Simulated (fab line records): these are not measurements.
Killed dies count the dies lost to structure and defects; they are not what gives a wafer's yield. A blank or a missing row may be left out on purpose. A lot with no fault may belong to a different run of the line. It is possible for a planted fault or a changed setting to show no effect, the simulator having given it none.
fab line records ; flow nand_harc
record lots=6; wafers=18; last_day=24
route steps=1159 shown P_M1@306 P_M2@318 END@1159
lots that met no fault: taken from a fault-free run of the same line
start_h: the number of hours between the record's first day and the start of the first shown wafer of the lot ; wait_h: how many hours have passed since the lot's step before this one ; " identical to the entry in the row above ; L1.1+2: a row that stands for several wafers ; - value missing, or start not given ; * or withheld: withheld ; < > ~ a bound
route shown NAME@n: NAME is a module with steps in the file, n the number in the route of the first one ; usual: the fault-free wafers' mean and standard deviation ; same: alike in all rows ; chamber/n: place in a boat ; sites: per-site readings ; _std_site: standard deviation of those values ; _edge_site: mean of outer sites minus mean of inner sites ; radius_mm: for every site, how far away it sits from the centre of the wafer ; mask NAME#n: copy n ; behind: the tool/chamber that last shaped the wafer ; hold: why the lot went on hold/how many hours it stayed there/how the hold came to an end ; device: the transistor (n, p or np) that didn't switch ; end of line: tests run on the same wafers once the route is complete ; where a step has no rows: the recipe by itself ; killed: dies lost to structure and defects at the first sort, not the wafer's yield ; map: a wafer's dies, x killed, . not, _ none there
set.NAME: the setting as run; set.NAME@STEP: as run at that earlier step ; model.NAME: the simulator's own value behind a step, which no gauge read
lots at selected steps of the route; one table per step, one row per wafer
services: when a tool's chamber went out of use (start_h, in hours from the record's first day, below 0 if earlier), for how many hours, and the reason
## steps
# step NHARC_P_M1_PRE_CLEAN_30
# recipe time_s=30; temp_c=280; gas=H2/He
# step NHARC_P_M1_PVD_20
# recipe target_thk_a=50; bias_v=168.6; power_w=15000; chamber_pressure_pa=0.12; time_s=8.06; substrate_temp_c=50; material=TaN
# usual cathode_dc_power_W=15000/2.6; substrate_temp_c=50.01/0.11; throttle_valve_pct=30.0/0.89
lot.wafer;tool;chamber;start_h;wait_h;cathode_dc_power_W;substrate_temp_c;throttle_valve_pct
L188.2;pvd_sputter-02;-;-;-;14998;49.93;30.3
L188.4;pvd_sputter-02;-;-;-;14999;50.11;29.1
L188.5;pvd_sputter-02;-;-;-;15003;49.84;29.6
L198.1;pvd_sputter-01;-;-;-;14998;50.05;29.8
L198.4;pvd_sputter-01;-;-;-;14999;49.93;29.1
L198.6;pvd_sputter-01;-;-;-;15003;50.23;29.9
L197.1;pvd_sputter-02;-;-;-;14994;50.01;29.3
L197.4;pvd_sputter-02;-;-;-;15000;50.13;30.5
L197.5;pvd_sputter-02;-;-;-;14999;50.14;29.6
L202.2;pvd_sputter-03;-;-;-;15002;50.09;31.5
L202.4;pvd_sputter-03;-;-;-;14998;49.98;28.8
L202.1;pvd_sputter-03;-;-;-;15003;49.97;32.2
L205.2;pvd_sputter-02;-;-;-;15005;50.01;30.8
L205.6;pvd_sputter-02;-;-;-;15001;50.01;30.8
L205.5;pvd_sputter-02;-;-;-;14998;49.87;30.2
L209.2;pvd_sputter-01;-;-;-;14998;50.07;29.1
L209.4;pvd_sputter-01;-;-;-;15003;50.04;30.1
L209.5;pvd_sputter-01;-;-;-;15004;50.06;28.7
# step NHARC_P_M1_PVD_21
# recipe target_thk_a=300; chamber_pressure_pa=5; power_w=5000; substrate_temp_c=30; time_s=20.49; material=Cu
# usual cathode_dc_power_W=5000.0/0.9; substrate_temp_c=30.01/0.11; throttle_valve_pct=30.0/0.88
lot.wafer;tool;chamber;start_h;wait_h;cathode_dc_power_W;substrate_temp_c;throttle_valve_pct
L188.2;pvd_sputter-02;-;-;-;5000.2;30.01;30.8
L188.4;pvd_sputter-02;-;-;-;5000.1;30.04;29.1
L188.5;pvd_sputter-02;-;-;-;5000.2;29.99;30.9
L198.4;pvd_sputter-01;-;-;-;4999.5;30.02;29.3
L198.1;pvd_sputter-01;-;-;-;4997.8;30.19;28.9
L198.6;pvd_sputter-01;-;-;-;4999.5;30.01;29.8
L197.1;pvd_sputter-02;-;-;-;5000.7;30.07;30.4
L197.4;pvd_sputter-02;-;-;-;4999.3;29.96;28.8
L197.5;pvd_sputter-02;-;-;-;5000.7;30.16;30.4
L202.1;pvd_sputter-03;-;-;-;4999.4;30.12;31.2
L202.4;pvd_sputter-03;-;-;-;4999.8;30.15;32.1
L202.2;pvd_sputter-03;-;-;-;4999.1;29.95;28.5
L205.2;pvd_sputter-02;-;-;-;5002.2;30.06;30.9
L205.6;pvd_sputter-02;-;-;-;4999.6;29.93;29.8
L205.5;pvd_sputter-02;-;-;-;4999.2;30.06;29.3
L209.4;pvd_sputter-01;-;-;-;5000.3;30.07;29.0
L209.2;pvd_sputter-01;-;-;-;5002.2;30.06;30.1
L209.5;pvd_sputter-01;-;-;-;4999.7;30.00;29.1
# step NHARC_P_M1_ECD_22
# recipe target_thk_a=4000; bath_temp_c=25; material=Cu
# step NHARC_P_M1_ANNEAL_31
# recipe temp_c=225; time_s=90
# usual wafer_temp_C_max=226.1/0.44
lot.wafer;tool;chamber;start_h;wait_h;wafer_temp_C_max
L188.2;rtp_anneal-01;0;138.27;-;226.5
L188.4;rtp_anneal-01;0;138.27;-;226.0
L188.5;rtp_anneal-01;0;138.27;-;226.3
L198.1;rtp_anneal-01;0;200.70;-;226.5
L198.4;rtp_anneal-01;0;200.70;-;226.3
L198.6;rtp_anneal-01;0;200.70;-;226.2
L197.1;rtp_anneal-01;0;202.16;-;226.3
L197.4;rtp_anneal-01;0;202.16;-;226.4
L197.5;rtp_anneal-01;0;202.16;-;225.8
L202.1;rtp_anneal-01;0;224.84;0.4;226.8
L202.2;rtp_anneal-01;0;224.84;0.4;226.0
L202.4;rtp_anneal-01;0;224.84;0.4;227.1
L205.2;rtp_anneal-02;0;236.79;0.4;225.4
L205.5;rtp_anneal-02;0;236.79;0.4;225.5
L205.6;rtp_anneal-02;0;236.79;0.4;225.5
L209.2;rtp_anneal-01;0;261.33;0.4;226.7
L209.4;rtp_anneal-01;0;261.33;0.4;226.4
L209.5;rtp_anneal-01;0;261.33;0.4;226.5
# step NHARC_P_M1_CMP_23
# recipe t_overpolish_s=20; target_thk_nm=157.82
# step NHARC_P_M1_THK_MEAS_24
# recipe thk_meas_gauge=xrf
# usual thk_nm=158.1/1.6
lot.wafer;tool;chamber;start_h;wait_h;thk_nm
L188.2;film_metro-02;-;138.88;-;155.7
L188.4;film_metro-02;-;138.88;-;159.3
L188.5;film_metro-02;-;138.88;-;157.7
L198.1;film_metro-02;-;201.36;-;158.0
L198.4;film_metro-02;-;201.36;-;160.1
L198.6;film_metro-02;-;201.36;-;161.6
L197.1;film_metro-01;-;202.82;-;161.5
L197.4;film_metro-01;-;202.82;-;158.9
L197.5;film_metro-01;-;202.82;-;159.0
L202.1;film_metro-02;-;225.53;-;155.5
L202.2;film_metro-02;-;225.53;-;156.8
L202.4;film_metro-02;-;225.53;-;157.8
L205.2;film_metro-01;-;237.40;-;156.3
L205.5;film_metro-01;-;237.40;-;157.8
L205.6;film_metro-01;-;237.40;-;158.8
L209.2;film_metro-02;-;261.94;-;157.5
L209.4;film_metro-02;-;261.94;-;157.0
L209.5;film_metro-02;-;261.94;-;155.0
# step NHARC_P_M1_SRD_25
# step NHARC_P_M1_INSPECT_27
# usual raw_defect_count=302/120
lot.wafer;tool;chamber;start_h;wait_h;raw_defect_count
L188.2;defect_inspect-01;-;139.04;0.0;369
L188.4;defect_inspect-01;-;139.04;0.0;314
L188.5;defect_inspect-01;-;139.04;0.0;486
L198.1;defect_inspect-01;-;201.52;0.0;341
L198.4;defect_inspect-01;-;201.52;0.0;206
L198.6;defect_inspect-01;-;201.52;0.0;237
L197.1;defect_inspect-02;-;202.99;0.0;178
L197.4;defect_inspect-02;-;202.99;0.0;176
L197.5;defect_inspect-02;-;202.99;0.0;190
L202.1;defect_inspect-01;-;225.70;0.1;259
L202.2;defect_inspect-01;-;225.70;0.1;183
L202.4;defect_inspect-01;-;225.70;0.1;201
L205.2;defect_inspect-02;-;237.55;0.0;276
L205.5;defect_inspect-02;-;237.55;0.0;215
L205.6;defect_inspect-02;-;237.55;0.0;241
L209.2;defect_inspect-01;-;262.09;0.0;291
L209.4;defect_inspect-01;-;262.09;0.0;400
L209.5;defect_inspect-01;-;262.09;0.0;356
# step NHARC_P_M1_PRE_CLEAN_32
# recipe time_s=12; temp_c=370; rf_power_w=300; gas=NH3
# usual heater_power_w=659/68
lot.wafer;tool;chamber;start_h;wait_h;heater_power_w
L188.2;pecvd-03;1;139.13;0.1;698
L188.4;pecvd-03;0;139.13;0.1;709
L188.5;pecvd-03;1;139.13;0.1;710
L198.1;pecvd-03;2;201.58;0.1;693
L198.6;pecvd-03;0;201.58;0.1;726
L198.4;pecvd-03;1;201.58;0.1;669
L197.1;pecvd-02;2;203.08;0.1;773
L197.5;pecvd-02;0;203.08;0.1;615
L197.4;pecvd-02;1;203.08;0.1;526
L202.2;pecvd-01;1;225.78;0.1;680
L202.1;pecvd-01;2;225.78;0.1;647
L202.4;pecvd-01;0;225.78;0.1;651
L205.2;pecvd-03;0;237.62;0.1;631
L205.5;pecvd-03;0;237.62;0.1;634
L205.6;pecvd-03;1;237.62;0.1;624
L209.2;pecvd-01;1;262.16;0.1;592
L209.4;pecvd-01;2;262.16;0.1;592
L209.5;pecvd-01;0;262.16;0.1;609
# step NHARC_P_M1_DEP_33
# recipe target_thk_a=300; temp_c=370; target_thk_nm=30; pressure_torr=3; flow_sccm=200; rf_w=450; material=SiCN
# usual heater_power_w=603/64
lot.wafer;tool;chamber;start_h;wait_h;heater_power_w
L188.2;pecvd-03;1;139.27;0.1;672
L188.4;pecvd-03;0;139.27;0.1;703
L188.5;pecvd-03;1;139.27;0.1;668
L198.1;pecvd-03;2;201.66;0.1;626
L198.6;pecvd-03;0;201.66;0.1;669
L198.4;pecvd-03;1;201.66;0.1;697
L197.1;pecvd-02;2;203.22;0.1;702
L197.5;pecvd-02;0;203.22;0.1;579
L197.4;pecvd-02;1;203.22;0.1;560
L202.2;pecvd-01;1;225.89;0.1;566
L202.1;pecvd-01;2;225.89;0.1;549
L202.4;pecvd-01;0;225.89;0.1;619
L205.2;pecvd-03;0;237.70;0.1;623
L205.5;pecvd-03;0;237.70;0.1;620
L205.6;pecvd-03;1;237.70;0.1;642
L209.2;pecvd-01;1;262.24;0.1;601
L209.4;pecvd-01;2;262.24;0.1;562
L209.5;pecvd-01;0;262.24;0.1;596
# step NHARC_P_M2_DEP_00
# recipe target_thk_a=1825; target_thk_nm=182.5; temp_c=withheld; pressure_torr=5; flow_sccm=200; rf_w=600; material=SiOC
lot.wafer;tool;chamber;start_h;wait_h
L188.2+5+4;pecvd-03;0,2,0;139.67;-
L198.1+4+6;pecvd-03;0,2,1;202.13;-
L197.1+5+4;pecvd-03;1,0,2;203.59;-
L202.2+1+4;pecvd-02;1,0,0;226.26;-
L205.2+6+5;pecvd-02;2,0,1;238.20;-
L209.2+5+4;pecvd-03;0,1,0;262.75;-
# step NHARC_P_M2_DEHYDRATE_01
# recipe temp_c=150; time_s=120
# step NHARC_P_M2_HMDS_02
# recipe time_s=30
# step NHARC_P_M2_COAT_34
# recipe temp_c=200; time_s=65
# step NHARC_P_M2_COAT_03
# recipe spin_rpm=1500; resist_thk_nm=90
# step NHARC_P_M2_SOFTBAKE_04
# recipe temp_c=105; time_s=55
# step NHARC_P_M2_EBR_05
# step NHARC_P_M2_EXPOSE_06
# recipe na=1.35; target_cd_nm=170; dose_mj=80.78; mask_id=P_M2
# step NHARC_P_M2_PEB_07
# recipe peb_temp_c=100; peb_time_s=65
# step NHARC_P_M2_DEVELOP_08
# recipe develop_time_s=35; dev_temp_c=23
# step NHARC_P_M2_CD_MEAS_09
# recipe target_cd_nm=170; landing_energy_ev=500
# usual cd_nm=170.3/0.77
# same landing_energy_ev=500
lot.wafer;tool;chamber;start_h;wait_h;cd_nm
L188.2;cd_sem-01;0;140.32;-;171.1
L188.4;cd_sem-01;0;140.32;-;169.8
L188.5;cd_sem-01;0;140.32;-;170.0
L198.1;cd_sem-02;0;202.92;-;169.1
L198.4;cd_sem-02;0;202.92;-;169.6
L198.6;cd_sem-02;0;202.92;-;169.5
L197.1;cd_sem-01;0;204.38;-;170.2
L197.4;cd_sem-01;0;204.38;-;170.5
L197.5;cd_sem-01;0;204.38;-;170.0
L202.1;cd_sem-03;0;227.10;-;169.1
L202.2;cd_sem-03;0;227.10;-;169.7
L202.4;cd_sem-03;0;227.10;-;171.0
L205.2;cd_sem-03;0;238.97;-;169.1
L205.5;cd_sem-03;0;238.97;-;170.4
L205.6;cd_sem-03;0;238.97;-;170.6
L209.2;cd_sem-03;0;263.37;-;170.1
L209.4;cd_sem-03;0;263.37;-;168.6
L209.5;cd_sem-03;0;263.37;-;169.7
# step NHARC_P_M2_OVL_MEAS_10
# recipe pitch_nm=340
# usual overlay_x_nm=0.1/0.94; overlay_y_nm=0.2/0.87
lot.wafer;tool;chamber;start_h;wait_h;overlay_x_nm;overlay_y_nm
L188.2;overlay-01;-;140.40;-;-2.0;-0.3
L188.4;overlay-01;-;140.40;-;-2.2;-0.5
L188.5;overlay-01;-;140.40;-;-1.5;-0.4
L198.1;overlay-01;-;203.02;-;-1.5;-0.1
L198.4;overlay-01;-;203.02;-;-1.5;0.2
L198.6;overlay-01;-;203.02;-;-1.1;0.5
L197.1;overlay-01;-;204.47;-;0.5;-0.1
L197.4;overlay-01;-;204.47;-;0.6;0.0
L197.5;overlay-01;-;204.47;-;0.0;-0.4
L202.1;overlay-01;-;227.19;-;0.2;-0.5
L202.2;overlay-01;-;227.19;-;0.3;-0.6
L202.4;overlay-01;-;227.19;-;0.4;-0.3
L205.2;overlay-01;-;239.05;-;1.2;-0.3
L205.5;overlay-01;-;239.05;-;0.8;-0.4
L205.6;overlay-01;-;239.05;-;1.0;0.3
L209.2;overlay-01;-;263.46;-;1.3;0.4
L209.4;overlay-01;-;263.46;-;1.3;0.0
L209.5;overlay-01;-;263.46;-;1.6;0.4
# step NHARC_P_M2_INSPECT_11
# usual raw_defect_count=4.8/2.8
lot.wafer;tool;chamber;start_h;wait_h;hold;raw_defect_count
L188.2;defect_inspect-02;-;140.44;0.0;-;6
L188.4;defect_inspect-02;-;140.44;0.0;-;3
L188.5;defect_inspect-02;-;140.44;0.0;-;3
L198.1;defect_inspect-02;-;203.06;0.0;await_dispo/0.2h/release;655
L198.4;defect_inspect-02;-;203.06;0.0;await_dispo/0.2h/release;678
L198.6;defect_inspect-02;-;203.06;0.0;await_dispo/0.2h/release;647
L198.1;defect_inspect-02;-;203.23;0.2;-;661
L198.4;defect_inspect-02;-;203.23;0.2;-;688
L198.6;defect_inspect-02;-;203.23;0.2;-;663
L197.1;defect_inspect-02;-;204.51;0.0;await_dispo/0.2h/release;674
L197.4;defect_inspect-02;-;204.51;0.0;await_dispo/0.2h/release;639
L197.5;defect_inspect-02;-;204.51;0.0;await_dispo/0.2h/release;692
L197.1;defect_inspect-02;-;204.68;0.2;-;666
L197.4;defect_inspect-02;-;204.68;0.2;-;636
L197.5;defect_inspect-02;-;204.68;0.2;-;687
L202.1;defect_inspect-02;-;227.22;0.0;-;5
L202.2;defect_inspect-02;-;227.22;0.0;-;5
L202.4;defect_inspect-02;-;227.22;0.0;-;3
L205.2;defect_inspect-02;-;239.09;0.0;-;2
L205.5;defect_inspect-02;-;239.09;0.0;-;3
L205.6;defect_inspect-02;-;239.09;0.0;-;5
L209.2;defect_inspect-01;-;263.50;0.0;-;2
L209.4;defect_inspect-01;-;263.50;0.0;-;4
L209.5;defect_inspect-01;-;263.50;0.0;-;5
# step NHARC_END_SORT_01
# recipe temp_c=25
# usual defect_limited_yield=95.5/1.4; killed_at_array=26/9.7; killed_at_other=1.0/1.2; killed_at_periphery=3.9/2.6; killed_dies=31/9.7; killed_open=3.2/1.8; killed_short=2.0/1.3; sort_bin_2_pct=1.4/0.6; sort_bin_3_pct=0.23/0.2; sort_bin_4_pct=2.9/0.97; sort_n_pass=646/9.7; sort_rim_yield_pct=95.7/2.6; sort_yield_pct=95.5/1.4
# same gross_dies=677; sort_bin_5_pct[%]=0; sort_bin_6_pct[%]=0; sort_bin_7_pct[%]=0; sort_bin_8_pct[%]=0; sort_rim_n_gross=106.00
lot.wafer;tool;chamber;start_h;wait_h;defect_limited_yield[%];killed_at_array;killed_at_other;killed_at_periphery;killed_dies;killed_open;killed_short;sort_bin_2_pct[%];sort_bin_3_pct[%];sort_bin_4_pct[%];sort_n_pass;sort_rim_yield_pct[%];sort_yield_pct[%]
L188.2;prober-02;0;453.59;2.8;96.6;20;0;3;23;0;1;0.4;0;3.0;654;95.3;96.6
L188.4;prober-02;0;455.20;3.4;95.1;30;0;3;33;5;1;1.2;0.15;3.5;644;98.1;95.1
L188.5;prober-02;0;456.01;3.7;95.9;25;1;2;28;1;3;1.2;0.30;2.7;649;92.5;95.9
L209.2;prober-02;0;580.34;2.8;94.4;37;0;1;38;3;5;1.5;0.30;3.8;639;97.2;94.4
L209.4;prober-02;0;581.91;3.4;96.0;22;1;4;27;3;3;1.5;0;2.5;650;95.3;96.0
L209.5;prober-02;0;582.70;3.6;95.3;25;0;7;32;3;3;1.3;0.44;3.0;645;95.3;95.3
# killed by level:class
L188.2 A_CHANNEL_HOLE_D1:chamber_film_flake=10 A_STAIRCASE:chamber_film_flake=5 A_CONTACT:chamber_film_flake=3 P_CONTACT:chamber_film_flake=2 A_CHANNEL_FILL_D1:geometric_particle:short=1 P_STI:chamber_film_flake=1 A_SLIT:chamber_film_flake=1
L188.4 A_CHANNEL_HOLE_D1:chamber_film_flake=17 A_CONTACT:chamber_film_flake=4 A_STAIRCASE:chamber_film_flake=3 P_M0:geometric_particle:open=1 A_ONON_D1:geometric_particle:open=1 A_CHANNEL_FILL_D1:geometric_particle:open=1 A_WL_FILL:geometric_particle:short=1 A_CONTACT:geometric_particle:open=1
L188.5 A_CHANNEL_HOLE_D1:chamber_film_flake=12 A_CONTACT:chamber_film_flake=5 A_STAIRCASE:chamber_film_flake=4 P_CONTACT:geometric_particle:short=1 A_SOURCE_PLATE:geometric_particle:short=1 A_ONON_D1:geometric_particle:short=1 A_M0:geometric_particle:open=1 P_CONTACT:chamber_film_flake=1
L209.2 A_SLIT:chamber_film_flake=18 A_CHANNEL_HOLE_D1:chamber_film_flake=7 A_WL_FILL:geometric_particle:short=3 A_STAIRCASE:chamber_film_flake=2 A_CHANNEL_FILL_D1:geometric_particle:open=1 A_CONTACT:geometric_particle:open=1 A_BLC:geometric_particle:short=1 A_BLC:geometric_particle:open=1
L209.4 A_SLIT:chamber_film_flake=8 A_CHANNEL_HOLE_D1:chamber_film_flake=6 A_WL_FILL:chamber_film_flake=4 P_CONTACT:geometric_particle:open=2 A_WL_FILL:geometric_particle:short=2 A_M0:geometric_particle:open=1 STARTING-WAFER:geometric_particle:short=1 P_GATE:chamber_film_flake=1
L209.5 A_SLIT:chamber_film_flake=11 A_CHANNEL_HOLE_D1:chamber_film_flake=5 P_M0:chamber_film_flake=3 A_CONTACT:chamber_film_flake=3 A_STAIRCASE:chamber_film_flake=2 P_GATE:geometric_particle:open=1 P_CONTACT:geometric_particle:short=1 P_M2:geometric_particle:short=1
## services
tool;chamber;start_h;hours;kind
pecvd-03;0;124.23;-;clean
pecvd-03;1;124.23;-;clean
pecvd-03;2;124.23;-;clean
pecvd-01;2;136.79;23.4;repair
pecvd-03;1;140.82;4.3;repair
pecvd-02;-;153.07;13.0;pm
pecvd-02;0;153.07;13.0;vent_cycle
pecvd-02;1;153.07;13.0;vent_cycle
pecvd-02;2;153.07;13.0;vent_cycle
pvd_sputter-01;-;158.03;10.0;pm
pecvd-02;0;166.07;-;clean
pecvd-02;1;166.07;-;clean
pecvd-02;2;166.07;-;clean
pecvd-01;-;177.81;1.9;repair
pvd_sputter-02;-;214.04;10.0;pm
pecvd-01;-;237.20;13.0;pm
pecvd-01;0;237.20;13.0;vent_cycle
pecvd-01;1;237.20;13.0;vent_cycle
pecvd-01;2;237.20;13.0;vent_cycle
pvd_sputter-03;-;246.26;15.1;repair
pecvd-01;0;250.20;-;clean
pecvd-01;1;250.20;-;clean
pecvd-01;2;250.20;-;clean
## key
first_sign step=NHARC_P_M2_INSPECT_11; reading=visit; direction=added
effect step=NHARC_P_M2_INSPECT_11; reading=raw_defect_count; direction=up; sigmas=99+; usual=4.8; struck=664.2
met_at NHARC_P_M2_DEP_00
struck_wafers L197.1,L197.4,L197.5,L198.1,L198.4,L198.6
scrapped_behind NHARC_P_M2_INSPECT_11 L197.1,L197.4,L197.5,L198.1,L198.4,L198.6
onset_between 139.67 202.13
fault kind=chamber_particle_source; tool=pecvd-03; chamber=-; onset_h=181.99; steps=NHARC_P_M2_DEP_00; rate_per_visit_cm2=1.0024; end_h=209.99
